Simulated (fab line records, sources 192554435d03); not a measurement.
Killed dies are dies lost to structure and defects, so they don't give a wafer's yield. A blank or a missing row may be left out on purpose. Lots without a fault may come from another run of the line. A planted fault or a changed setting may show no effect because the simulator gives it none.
Chamber matching | flow n5_finfet | N5_BEOL_M1_ETCH_64 on rie_diel-02: 4 sister chambers
The step etches SOC in N2/H2, target depth 75 nm, overetch 15 nm, time 112.5 s. 14 wafers are shown with their chamber, then 7 later ones without.

WAFERS WITH THEIR CHAMBER
wafer  | chamber | showerhead_plenum_p_Torr (Torr) | throttle_valve_pct (%) | oes_product_au (a.u.)
L075.2 | 3       | 2.46                            | 18.07                  | 0.64
L075.3 | 0       | 2.55                            | 18.09                  | 0.59
L075.5 | 3       | 2.46                            | 18.06                  | 0.63
L076.3 | 2       | 2.53                            | 17.89                  | 0.55
L076.4 | 1       | 2.64                            | 17.87                  | 0.58
L076.5 | 3       | 2.46                            | 18.09                  | 0.63
L078.3 | 0       | 2.55                            | 18.10                  | 0.59
L078.4 | 3       | 2.46                            | 18.07                  | 0.63
L078.6 | 3       | 2.46                            | 18.08                  | 0.63
L080.3 | 2       | 2.52                            | 17.91                  | 0.56
L080.4 | 3       | 2.46                            | 18.07                  | 0.63
L080.5 | 3       | 2.46                            | 18.09                  | 0.63
L082.1 | 0       | 2.55                            | 18.10                  | 0.59
L082.2 | 2       | 2.52                            | 17.89                  | 0.55

SIGNATURES (means of the wafers above)
reading                  | chamber 0 | chamber 1 | chamber 2 | chamber 3 | scatter within a chamber
showerhead_plenum_p_Torr | 2.5500    | 2.6400    | 2.5233    | 2.4600    | 0.00258
throttle_valve_pct       | 18.0967   | 17.8700   | 17.8967   | 18.0757   | 0.0105
oes_product_au           | 0.5900    | 0.5800    | 0.5533    | 0.6314    | 0.0039
Rule: a wafer's distance from a chamber is the root of the sum, over the readings, of the square of ((its reading less the chamber's mean) divided by the reading's scatter). The wafer belongs to the nearest chamber; if the next one is less than 2 further off, it can't be placed. The scatter: the root of (the sum of the squares of (reading less its chamber's mean) over the shown wafers, divided by (wafers less chambers)).

WAFERS WITHOUT THEIR CHAMBER
wafer  | showerhead_plenum_p_Torr (Torr) | throttle_valve_pct (%) | oes_product_au (a.u.)
L082.4 | 2.46                            | 18.11                  | 0.62
L086.2 | 2.64                            | 17.88                  | 0.57
L086.3 | 2.52                            | 17.91                  | 0.55
L086.4 | 2.55                            | 18.11                  | 0.58
L095.3 | 2.51                            | 17.93                  | 0.54
L095.4 | 2.45                            | 18.13                  | 0.60
L095.5 | 2.45                            | 18.14                  | 0.61

WHICH CHAMBER EACH WENT THROUGH
wafer  | from the rows above | in truth
L082.4 | 3                   | 3
L086.2 | 1                   | 1
L086.3 | 2                   | 2
L086.4 | 0                   | 0
L095.3 | 2                   | 2
L095.4 | 3                   | 3
L095.5 | 3                   | 3
Placed correctly: 7 of 7. Can't be placed from these rows: 0. Placed wrongly: 0.
